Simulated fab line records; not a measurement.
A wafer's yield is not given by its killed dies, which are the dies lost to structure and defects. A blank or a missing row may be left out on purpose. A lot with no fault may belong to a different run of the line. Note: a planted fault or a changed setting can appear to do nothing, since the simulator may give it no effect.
Matching of chambers / flow nand-harc / NHARC_P_GATE_ETCH_104 on rie-diel-02: 4 sister chambers
The step etches the open film in CF4/CHF3, target depth 60 nm. 4 wafers are shown with their chamber, then 8 later ones without.

== EACH WAFER AND ITS CHAMBER ==
wafer=L084.1; chamber=2; drypump-motor-current-A (A)=5.2
wafer=L086.2; chamber=0; drypump-motor-current-A (A)=5.9
wafer=L086.4; chamber=1; drypump-motor-current-A (A)=5.5
wafer=L088.2; chamber=3; drypump-motor-current-A (A)=5.4

== WAFERS WITHOUT THEIR CHAMBER ==
wafer=L088.4; drypump-motor-current-A (A)=5.5
wafer=L088.5; drypump-motor-current-A (A)=5.4
wafer=L091.2; drypump-motor-current-A (A)=5.5
wafer=L091.3; drypump-motor-current-A (A)=5.2
wafer=L091.4; drypump-motor-current-A (A)=5.4
wafer=L094.2; drypump-motor-current-A (A)=6.0
wafer=L094.3; drypump-motor-current-A (A)=5.5
wafer=L094.4; drypump-motor-current-A (A)=5.2

== WHICH CHAMBER EACH WENT THROUGH ==
wafer=L088.4; from the rows above=1; in truth=1
wafer=L088.5; from the rows above=3; in truth=3
wafer=L091.2; from the rows above=1; in truth=1
wafer=L091.3; from the rows above=2; in truth=2
wafer=L091.4; from the rows above=3; in truth=3
wafer=L094.2; from the rows above=0; in truth=0
wafer=L094.3; from the rows above=1; in truth=1
wafer=L094.4; from the rows above=2; in truth=2
8 of 8 placed correctly. Not placeable from these rows: 0. Wrongly placed: 0.
How it was worked out, from the rows above alone: a wafer's distance from a chamber is the root of the sum, over the readings, of the square of ((its reading less the chamber's mean) divided by the reading's scatter). If the next closest chamber is less than 2 further off than the closest, the wafer can't be placed; otherwise it belongs to the closest. Each chamber's mean is taken over the wafers shown for it. The scatter: root of mean squared gap, hidden wafer to nearest shown wafer, with one shown wafer a chamber.
